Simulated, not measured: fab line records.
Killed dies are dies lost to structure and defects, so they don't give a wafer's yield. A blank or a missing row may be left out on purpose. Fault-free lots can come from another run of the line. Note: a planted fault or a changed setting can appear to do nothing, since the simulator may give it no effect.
fab line records	flow n5-finfet
record lots=6	wafers=18	last-day=17
route steps=1938 shown ZERO_LAYER@9 WELL_APT@20 BEOL_M4@1111
lots that met no fault: taken from a fault-free run of the same line
start-h: start of the lot's first displayed wafer, in hours after the record's first day	wait-h: hours since the lot's step before	" identical to the entry in the row above	L1.1+2: one row covering several wafers at once	- either no value or no given start	* or withheld: withheld	< > ~ a bound
route shown NAME@n: NAME is a module with steps in the file, n the number in the route of the first one	usual: mean/standard deviation of fault-free wafers	same: alike in all rows	chamber/n: place in a boat	sites: the reading at each site	_std_site: how widely they spread, as a standard deviation	_edge_site: inner sites' mean taken away from outer sites' mean	radius-mm: for every site, how far away it sits from the centre of the wafer	mask NAME#n: copy n	behind: tool/chamber where the wafer was last shaped	hold: why the lot was held/for how many hours/how that ended	device: the n, p or np transistor that did not switch	end of line: the tests these same wafers got at the end of their route	a step with no rows: only its recipe	killed: count of dies lost to structure and defects at first sort (not the wafer's yield)	map: dies across one wafer; x = killed, . = not, _ = none there
set.NAME: the setting the step ran with; set.NAME@STEP: the setting that earlier step ran with	model.NAME: the simulator's own value behind a step, which no gauge read
lots seen at some steps along the route; tables by step, rows by wafer
services: the hour from which a tool's chamber was out of use, counted from the record's first day as start-h (under 0 if before that day), plus the number of hours and why
## steps
# step N5_ZERO_LAYER_EXPOSE_08
# recipe mask-id=ZERO	na=0.55	source-shape=conventional	sigma-outer=0.8	polarization=unpolarized	defocus-nm=0	target-cd-nm=2000	dose-mj=16.2
# step N5_ZERO_LAYER_PEB_09
# recipe peb-temp-c=withheld	peb-time-s=*
# step N5_ZERO_LAYER_DEVELOP_10
# recipe develop-time-s=60	rinse-liquid=diw	dry=air-spin	dev-temp-c=21
# step N5_ZERO_LAYER_HARDBAKE_23
# recipe temp-c=130	time-s=120
# step N5_ZERO_LAYER_CD_MEAS_11
# recipe target-cd-nm=2000	landing-energy-ev=500	detector=se-inlens
# usual cd-nm=1998.7/2.2
# same landing-energy-ev=500
lot.wafer	tool	chamber	start-h	wait-h	cd-nm
L127.2	cd-sem-02	0	42.64	-	1998.2
L127.3	"	0	"	"	2002.0
L127.4	"	0	"	"	1996.8
L128.3	cd-sem-01	0	48.77	-	1995.8
L128.4	"	0	"	"	1994.5
L128.5	"	0	"	"	1996.1
L134.1	cd-sem-02	0	84.77	-	1999.0
L134.3	"	0	"	"	1997.2
L134.5	"	0	"	"	2000.1
L135.2	cd-sem-01	0	90.65	-	1996.9
L135.4	"	0	"	"	1998.1
L135.5	"	0	"	"	1997.4
L144.1	cd-sem-01	0	144.64	-	2002.8
L144.2	"	0	"	"	2003.3
L144.4	"	0	"	"	2004.7
L145.2	cd-sem-02	0	150.66	-	2003.2
L145.5	"	0	"	"	1999.5
L145.6	"	0	"	"	1999.3
# step N5_ZERO_LAYER_DESCUM_16
# recipe chemistry=O2	time-s=7.9	source-power-w=50	bias-power-w=20	pressure-mtorr=20	rf-frequency-hz=2.712e+07	temp-c=40	o2-flow-sccm=225
# usual drypump-motor-current-A=5.9/0.52	oes-product-au=0.80/0.077	rf-vpp-V=243.7/1.2	showerhead-plenum-p-Torr=2.12/0.065	throttle-valve-pct=20.41/0.23
# same time-s=7.9
lot.wafer	tool	chamber	start-h	wait-h	drypump-motor-current-A	oes-product-au	rf-hours-counter-h	rf-vpp-V	showerhead-plenum-p-Torr	throttle-valve-pct
L127.2	rie-diel-04	0	42.68	0.0	6.5	0.73	190	243.8	2.16	20.43
L127.3	"	1	"	"	5.6	0.82	74	245.0	2.13	20.44
L127.4	"	2	"	"	6.4	0.78	96	243.2	2.01	20.65
L128.3	rie-diel-01	2	48.80	0.0	5.3	0.68	232	242.8	2.06	20.63
L128.4	"	3	"	"	5.2	0.89	24	244.0	2.14	20.56
L128.5	"	2	"	"	5.3	0.68	-	242.3	2.06	20.64
L134.1	rie-diel-05	0	84.88	0.1	5.7	0.83	72	244.5	2.21	20.08
L134.3	"	3	"	"	6.3	0.82	69	242.8	2.12	20.73
L134.5	"	2	"	"	5.2	0.76	-	243.9	2.09	20.18
L135.2	rie-diel-04	1	90.86	0.2	5.6	0.80	88	242.6	2.13	20.44
L135.4	"	0	"	"	6.5	0.72	204	244.3	2.15	20.47
L135.5	"	2	"	"	6.4	0.76	-	243.3	2.00	20.66
L144.1	rie-diel-05	0	144.68	0.0	5.7	0.81	92	244.7	2.20	20.14
L144.2	"	3	"	"	6.3	0.81	88	243.9	2.11	20.76
L144.4	"	2	"	"	5.2	0.76	162	243.1	2.08	20.22
L145.2	rie-diel-01	2	150.70	0.0	5.3	0.97	7	242.4	2.05	20.39
L145.5	"	2	"	"	5.3	0.96	-	242.8	2.05	20.38
L145.6	"	1	"	"	5.5	0.87	-	244.8	2.13	20.03
# step N5_ZERO_LAYER_ETCH_17
# recipe chemistry=CF4	target=SiO2	target-depth-a=120	time-s=13.3	ion-energy-ev=350	pressure-mtorr=40	source-w=450	bias-w=215	Ar_flow_sccm=100	cf4-flow-sccm=100
# usual cf4-flow-sccm=100.05/0.28	drypump-motor-current-A=5.9/0.53	oes-product-au=0.80/0.075	rf-vpp-V=951/3.8	showerhead-plenum-p-Torr=2.17/0.059	throttle-valve-pct=15.63/0.25
# same time-s=13.3
lot.wafer	tool	chamber	start-h	wait-h	cf4-flow-sccm	drypump-motor-current-A	oes-product-au	rf-hours-counter-h	rf-vpp-V	showerhead-plenum-p-Torr	throttle-valve-pct
L127.2	rie-diel-04	0	42.71	0.0	100.24	6.5	0.73	190	954	2.21	15.79
L127.3	"	1	"	"	100.35	5.6	0.82	74	949	2.17	15.51
L127.4	"	2	"	"	100.08	6.5	0.77	96	946	2.09	15.91
L128.3	rie-diel-01	2	48.84	0.0	100.29	5.4	0.68	232	947	2.11	15.86
L128.4	"	3	"	"	100.15	5.2	0.92	24	952	2.18	15.66
L128.5	"	2	"	"	100.32	5.4	0.68	-	948	2.11	15.89
L134.1	rie-diel-05	0	84.92	0.0	100.03	5.7	0.82	72	956	2.27	15.39
L134.3	"	3	"	"	100.14	6.3	0.85	69	949	2.18	15.97
L134.5	"	2	"	"	100.46	5.2	0.76	-	950	2.15	15.47
L135.2	rie-diel-04	1	90.89	0.0	99.92	5.6	0.81	88	951	2.16	15.54
L135.4	"	0	"	"	99.86	6.5	0.72	204	954	2.20	15.79
L135.5	"	2	"	"	99.59	6.5	0.77	-	945	2.08	15.95
L144.1	rie-diel-05	0	144.71	0.0	99.87	5.7	0.80	92	954	2.26	15.43
L144.2	"	3	"	"	99.82	6.3	0.83	88	951	2.18	16.01
L144.4	"	2	"	"	99.91	5.2	0.75	162	949	2.14	15.51
L145.2	rie-diel-01	2	150.73	0.0	100.07	5.3	0.95	7	946	2.10	15.44
L145.5	"	2	"	"	100.25	5.3	0.94	-	946	2.10	15.44
L145.6	"	1	"	"	99.90	5.5	0.88	-	950	2.17	15.16
# step N5_ZERO_LAYER_ETCH_18
# recipe chemistry=HBr/Cl2	target=Si	target-depth-a=1200	time-s=40	pressure-mtorr=10	icp-w=800	bias-w=75	HBr_flow_sccm=150	Cl2_flow_sccm=80
# usual drypump-motor-current-A=5.8/0.45	oes-product-au=1.011/0.014	throttle-valve-pct=36.1/0.34
# same time-s=40
lot.wafer	tool	chamber	start-h	wait-h	drypump-motor-current-A	oes-product-au	rf-hours-counter-h	throttle-valve-pct
L127.2	rie-si-04	1	42.79	0.0	5.7	1.013	195	36.0
L127.3	"	0	"	"	4.9	1.015	164	35.5
L127.4	"	3	"	"	6.3	1.025	1	35.9
L128.3	rie-si-04	2	48.91	0.0	5.7	0.998	166	36.3
L128.4	"	3	"	"	6.3	1.021	1	35.9
L128.5	"	2	"	"	5.8	0.992	-	36.3
L134.1	rie-si-06	2	84.99	0.0	6.1	1.011	42	36.1
L134.3	"	0	"	"	6.2	0.960	54	35.8
L134.5	"	1	"	"	5.5	0.989	-	36.5
L135.2	rie-si-04	3	90.96	0.0	6.2	1.023	2	35.9
L135.4	"	1	"	"	5.7	1.010	196	36.0
L135.5	"	0	"	"	4.9	1.015	-	35.5
L144.1	rie-si-04	0	144.79	0.0	4.9	1.023	166	35.5
L144.2	"	2	"	"	5.8	1.005	168	36.3
L144.4	"	0	"	"	4.9	1.017	-	35.5
L145.2	rie-si-04	2	150.80	0.0	5.7	0.995	168	36.4
L145.5	"	3	"	"	6.2	1.025	-	35.9
L145.6	"	0	"	"	4.9	1.019	-	35.5
# step N5_ZERO_LAYER_STRIP_24
# recipe chemistry=O2	power-w=1000	temp-c=250	overash-fraction=0.3	pressure-mtorr=1000	o2-flow-sccm=6750
# usual drypump-motor-current-A=5.6/0.3	heater-power-w=340/34	oes-product-au=0.647/0.0044	strip-time-to-endpoint-s=43.87/0.11
lot.wafer	tool	chamber	start-h	wait-h	drypump-motor-current-A	heater-power-w	oes-product-au	rf-hours-counter-h	strip-time-to-endpoint-s
L127.2	plasma-asher-01	0	42.89	0.1	5.3	374	0.646	73	43.82
L127.3	"	1	"	"	5.4	353	0.653	-	43.76
L127.4	"	0	"	"	5.3	374	0.652	-	43.85
L128.3	plasma-asher-02	1	49.04	0.1	5.8	342	0.649	-	43.96
L128.4	"	0	"	"	6.0	274	0.641	-	43.78
L128.5	"	0	"	"	6.0	280	0.653	-	43.83
L134.1	plasma-asher-01	1	85.09	0.1	5.3	356	0.653	80	43.90
L134.3	"	0	"	"	5.3	378	0.641	-	43.81
L134.5	"	1	"	"	5.3	353	0.649	-	43.80
L135.2	plasma-asher-01	1	91.11	0.1	5.3	351	0.646	82	43.88
L135.4	"	1	"	"	5.4	347	0.648	-	43.78
L135.5	"	1	"	"	5.4	346	0.648	-	43.82
L144.1	plasma-asher-01	1	144.89	0.1	5.4	358	0.645	93	43.71
L144.2	"	0	"	"	5.3	380	0.636	93	43.83
L144.4	"	0	"	"	5.3	381	0.648	-	43.71
L145.2	plasma-asher-01	1	150.91	0.1	5.3	356	0.649	94	43.97
L145.5	"	0	"	"	5.3	382	0.644	-	44.03
L145.6	"	1	"	"	5.4	348	0.645	-	43.84
# step N5_ZERO_LAYER_STRIP_19
# recipe chemistry=SPM	time-s=900	temp-c=130	h2so4-h2o2-vol-ratio=4	dry=ipa-marangoni
# step N5_ZERO_LAYER_INSPECT_20
# recipe inspect-instrument=darkfield	mode=post-clean
# usual raw-defect-count=30/12
lot.wafer	tool	chamber	start-h	wait-h	raw-defect-count
L127.2	defect-inspect-01	-	43.25	0.0	14
L127.3	"	-	"	"	18
L127.4	"	-	"	"	29
L128.3	defect-inspect-02	-	49.39	0.0	22
L128.4	"	-	"	"	44
L128.5	"	-	"	"	29
L134.1	defect-inspect-02	-	85.46	0.0	21
L134.3	"	-	"	"	29
L134.5	"	-	"	"	30
L135.2	defect-inspect-02	-	91.47	0.0	13
L135.4	"	-	"	"	28
L135.5	"	-	"	"	30
L144.1	defect-inspect-01	-	145.25	0.0	16
L144.2	"	-	"	"	17
L144.4	"	-	"	"	21
L145.2	defect-inspect-01	-	151.29	0.0	44
L145.5	"	-	"	"	42
L145.6	"	-	"	"	57
# step N5_WELL_APT_HMDS_01
# recipe time-s=60	temp-c=120
# step N5_WELL_APT_COAT_02
# recipe spin-rpm=1357	resist-thk-nm=950
# usual resist-line-temp-C=23.02/0.11	spin-speed-rpm=1357.0/1
lot.wafer	tool	chamber	start-h	wait-h	resist-line-temp-C	spin-speed-rpm	model.coat_of_WELL_APT_COAT_02.thk-nm
L127.2	litho-track-04	0	43.29	-	23.06	1356.7	947.5
L127.3	"	0	"	"	23.08	1355.9	945.1
L127.4	"	0	"	"	23.18	1357.1	945.2
L128.3	litho-track-03	0	49.42	-	23.11	1358.6	958.6
L128.4	"	0	"	"	22.94	1357.5	957.7
L128.5	"	0	"	"	23.05	1356.7	954.9
L134.1	litho-track-04	0	85.49	-	23.05	1435.6	921.3
L134.3	"	0	"	"	22.99	1435.9	923.3
L134.5	"	0	"	"	23.15	1436.5	919.6
L135.2	litho-track-04	0	91.51	-	22.86	1436.7	919.1
L135.4	"	0	"	"	22.86	1434.4	919
L135.5	"	0	"	"	23.08	1435.2	920.1
L144.1	litho-track-03	0	145.29	-	22.93	1357.6	953.1
L144.2	"	0	"	"	22.99	1356.8	958.7
L144.4	"	0	"	"	22.86	1357.5	954.9
L145.2	litho-track-02	0	151.33	-	22.90	1358.5	956.4
L145.5	"	0	"	"	23.04	1357.1	954.2
L145.6	"	0	"	"	22.99	1356.9	954.9
# step N5_WELL_APT_EBR_04
# recipe solvent=PGMEA	ebr-width-mm=1.5
# step N5_WELL_APT_SOFTBAKE_03
# recipe temp-c=130	time-s=60
# step N5_WELL_APT_EXPOSE_05
# recipe mask-id=NWELL	na=0.8	source-shape=conventional	sigma-outer=0.8	polarization=unpolarized	defocus-nm=0	target-cd-nm=200	dose-mj=20.3
# step N5_WELL_APT_PEB_06
# recipe peb-temp-c=130	peb-time-s=90
# step N5_WELL_APT_DEVELOP_07
# recipe develop-time-s=45	rinse-liquid=surfactant-rinse	dry=air-spin	dev-temp-c=21
# step N5_WELL_APT_HARDBAKE_12
# recipe temp-c=130	time-s=120
# step N5_WELL_APT_CD_MEAS_08
# recipe target-cd-nm=200	landing-energy-ev=500	detector=se-inlens
# usual cd-nm=200.3/2
# same landing-energy-ev=500
lot.wafer	tool	chamber	start-h	wait-h	cd-nm
L127.2	cd-sem-03	0	43.68	-	202.4
L127.3	"	0	"	"	203.0
L127.4	"	0	"	"	200.9
L128.3	cd-sem-02	0	49.81	-	199.6
L128.4	"	0	"	"	199.5
L128.5	"	0	"	"	199.2
L134.1	cd-sem-03	0	85.76	-	197.5
L134.3	"	0	"	"	198.5
L134.5	"	0	"	"	199.9
L135.2	cd-sem-02	0	91.91	-	200.2
L135.4	"	0	"	"	204.2
L135.5	"	0	"	"	201.0
L144.1	cd-sem-02	0	145.68	-	198.7
L144.2	"	0	"	"	200.7
L144.4	"	0	"	"	199.1
L145.2	cd-sem-01	0	151.78	-	200.0
L145.5	"	0	"	"	197.7
L145.6	"	0	"	"	198.8
# step N5_WELL_APT_OVL_MEAS_09
# recipe points-per-wafer=44
# usual NWELL_OVL=0/5.8
lot.wafer	tool	chamber	start-h	wait-h	NWELL_OVL[nm]
L127.2	overlay-01	0	43.71	0.0	2
L127.3	"	0	"	"	0
L127.4	"	0	"	"	-4
L128.3	overlay-02	0	49.85	0.0	-7
L128.4	"	0	"	"	-1
L128.5	"	0	"	"	-1
L134.1	overlay-01	0	85.79	0.0	7
L134.3	"	0	"	"	-4
L134.5	"	0	"	"	4
L135.2	overlay-02	0	91.96	0.1	9
L135.4	"	0	"	"	3
L135.5	"	0	"	"	2
L144.1	overlay-01	0	145.71	0.0	-2
L144.2	"	0	"	"	-3
L144.4	"	0	"	"	-8
L145.2	overlay-02	0	151.81	0.0	-8
L145.5	"	0	"	"	-5
L145.6	"	0	"	"	-4
# step N5_WELL_APT_INSPECT_10
# recipe mode=adi	inspect-instrument=macro
# usual raw-defect-count=2.2/1.4
lot.wafer	tool	chamber	start-h	wait-h	raw-defect-count
L127.2	defect-inspect-01	-	43.73	0.0	2
L127.3	"	-	"	"	2
L127.4	"	-	"	"	4
L128.3	defect-inspect-01	-	49.88	0.0	5
L128.4	"	-	"	"	5
L128.5	"	-	"	"	5
L134.1	defect-inspect-02	-	85.81	0.0	1
L134.3	"	-	"	"	2
L134.5	"	-	"	"	0
L135.2	defect-inspect-02	-	91.99	0.0	3
L135.4	"	-	"	"	4
L135.5	"	-	"	"	0
L144.1	defect-inspect-02	-	145.73	0.0	1
L144.2	"	-	"	"	1
L144.4	"	-	"	"	5
L145.2	defect-inspect-02	-	151.84	0.0	3
L145.5	"	-	"	"	2
L145.6	"	-	"	"	5
# step N5_WELL_APT_DESCUM_13
# recipe chemistry=O2	time-s=7.9	source-power-w=50	bias-power-w=20	pressure-mtorr=20	rf-frequency-hz=2.712e+07	temp-c=40	o2-flow-sccm=225
# usual drypump-motor-current-A=5.7/0.43	oes-product-au=0.83/0.099	rf-vpp-V=243.7/1.5	showerhead-plenum-p-Torr=2.12/0.073	throttle-valve-pct=20.34/0.26
# same time-s=7.9
lot.wafer	tool	chamber	start-h	wait-h	drypump-motor-current-A	oes-product-au	rf-hours-counter-h	rf-vpp-V	showerhead-plenum-p-Torr	throttle-valve-pct	model.coat_of_WELL_APT_COAT_02.thk-nm
L127.2	rie-diel-06	1	43.77	0.0	6.1	0.85	55	242.0	2.06	20.43	929.3
L127.3	"	2	"	"	5.1	0.70	252	242.8	2.14	20.32	927
L127.4	"	3	"	"	5.8	0.90	-	245.0	2.20	20.01	927
L128.3	rie-diel-03	1	49.91	0.0	5.7	0.69	229	240.8	2.00	20.79	940.4
L128.4	"	1	"	"	5.7	0.69	-	240.6	2.00	20.80	939.5
L128.5	"	2	"	"	5.5	0.70	-	243.6	1.97	20.88	936.7
L134.1	rie-diel-06	1	86.38	0.6	6.1	0.81	73	243.3	2.05	20.47	903.2
L134.3	"	0	"	"	6.1	0.91	17	245.2	2.25	20.06	905.2
L134.5	"	2	"	"	5.1	0.99	-	244.0	2.14	19.89	901.5
L135.2	rie-diel-02	2	92.20	0.2	5.6	0.70	214	242.4	2.08	20.58	901
L135.4	"	1	"	"	5.7	0.71	-	243.4	2.14	20.26	900.9
L135.5	"	2	"	"	5.6	0.70	-	244.0	2.08	20.56	901.9
L144.1	rie-diel-06	2	145.78	0.0	5.1	0.90	22	242.3	2.14	19.94	935
L144.2	"	1	"	"	6.1	0.79	94	240.9	2.04	20.49	940.5
L144.4	"	2	"	"	5.2	0.90	-	244.0	2.13	19.94	936.8
L145.2	rie-diel-03	2	152.22	0.4	5.5	0.91	28	245.5	2.22	20.54	938.2
L145.5	"	1	"	"	5.7	0.94	-	246.3	2.26	20.39	936
L145.6	"	2	"	"	5.5	0.91	-	245.3	2.22	20.53	936.7
# step N5_WELL_APT_IMPLANT_14
# recipe species=P	energy-kev=160	dose-cm2=1.5e+13	tilt-deg=0	rotation-deg=0
# step N5_BEOL_M4_RC_MEAS_101
# usual DIBL_N=36.3/1.6	DIBL_P=36.2/2	IOFF_N=0.160/0.028	IOFF_P=0.21/0.036	ION_N=677/11	ION_P=465/6.9	SS_N=71.5/0.55	SS_P=73.3/0.64	VT_N=250/3	VT_P=-250/3.5
lot.wafer	tool	chamber	start-h	wait-h	DIBL_N[mV/V]	DIBL_P[mV/V]	IOFF_N[nA/um]	IOFF_P[nA/um]	ION_N[uA/um]	ION_P[uA/um]	SS_N[mV/dec]	SS_P[mV/dec]	VT_N[mV]	VT_P[mV]
L127.2	prober-02	0	202.88	0.2	39.6	38.5	0.186	0.26	680	468	71.5	73.9	247	-247
L127.3	"	0	"	"	40.0	39.4	0.186	0.27	678	469	72.4	74.2	247	-246
L127.4	"	0	"	"	40.5	39.6	0.221	0.27	694	471	71.8	73.8	245	-244
L128.3	prober-01	0	204.79	0.3	38.1	37.9	0.188	0.24	683	464	71.6	73.2	246	-250
L128.4	"	0	"	"	36.7	37.4	0.168	0.23	679	479	71.7	73.2	246	-248
L128.5	"	0	"	"	37.5	36.3	0.180	0.21	679	454	71.6	73.1	248	-251
L134.1	prober-02	0	240.26	0.0	35.6	33.1	0.130	0.17	673	462	71.7	73.1	254	-255
L134.3	"	0	"	"	36.5	33.7	0.143	0.18	667	455	72.3	73.3	252	-254
L134.5	"	0	"	"	37.0	34.1	0.132	0.18	665	459	72.1	73.2	255	-254
L135.2	prober-01	0	242.34	0.2	34.7	34.8	0.135	0.16	667	459	71.7	73.1	251	-256
L135.4	"	0	"	"	34.2	33.1	0.116	0.15	658	450	72.3	72.8	258	-256
L135.5	"	0	"	"	35.6	36.1	0.153	0.19	675	463	72.1	74.4	249	-255
L144.1	prober-01	0	305.74	0.0	36.5	35.4	0.156	0.21	681	467	71.1	73.1	248	-250
L144.2	"	0	"	"	37.6	36.3	0.190	0.23	700	480	71.7	73.4	246	-249
L144.4	"	0	"	"	38.0	37.8	0.199	0.25	698	476	72.2	74.3	245	-248
L145.2	prober-02	0	309.64	0.2	35.1	34.3	0.134	0.17	679	462	70.7	73.3	251	-255
L145.5	"	0	"	"	35.7	35.7	0.144	0.18	665	452	71.8	73.6	251	-252
L145.6	"	0	"	"	35.9	36.2	0.152	0.18	683	460	71.4	73.5	249	-254
## services
tool	chamber	start-h	hours	kind
rie-diel-06	0	25.37	-	clean
rie-diel-06	0	25.37	-	consumable-replace:focus-ring
rie-diel-06	0	25.37	-	consumable-replace:showerhead
rie-diel-06	0	25.37	20.9	scheduled-down
rie-diel-06	2	52.54	19.3	repair
rie-si-06	2	64.87	7.6	repair
rie-diel-03	-	65.45	0.9	repair
rie-si-04	2	66.32	3.5	repair
rie-diel-02	-	84.41	2.8	pm
rie-diel-06	1	86.68	6.4	repair
rie-diel-06	3	86.70	63.1	repair
rie-diel-06	2	88.79	6.8	repair
rie-diel-06	-	92.52	4.2	repair
rie-diel-05	1	95.99	7.9	repair
rie-diel-01	2	104.60	-	clean
rie-diel-01	2	104.60	-	consumable-replace:focus-ring
rie-diel-01	2	104.60	26.7	scheduled-down
rie-diel-01	2	104.60	26.7	vent-cycle
rie-diel-01	3	108.65	45.3	repair
rie-si-06	3	115.79	12.2	repair
rie-diel-05	0	121.56	1.7	repair
rie-si-04	1	125.49	-	clean
rie-si-04	1	125.49	23.0	scheduled-down
rie-si-04	1	125.49	23.0	vent-cycle
## key
first-sign step=N5_WELL_APT_COAT_02	reading=spin-speed-rpm	direction=up	sigmas=77	usual=*	struck=*
effect none on later readings
model-effect step=N5_WELL_APT_COAT_02	value=coat_of_WELL_APT_COAT_02.thk-nm	without=946.9	struck=920.4
model-effect step=N5_WELL_APT_DESCUM_13	value=coat_of_WELL_APT_COAT_02.thk-nm	without=928.7	struck=902.3
met-at N5_WELL_APT_COAT_02
struck-wafers L134.1,L134.3,L134.5,L135.2,L135.4,L135.5
onset-between 43.29 85.49
fault kind=process-parameter-drift	tool=litho-track-04	chamber=-	onset-h=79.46	steps=N5_WELL_APT_COAT_02	channel=spin-rpm	offset=*	shape=step	end-h=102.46	acts-in=*	stated=*
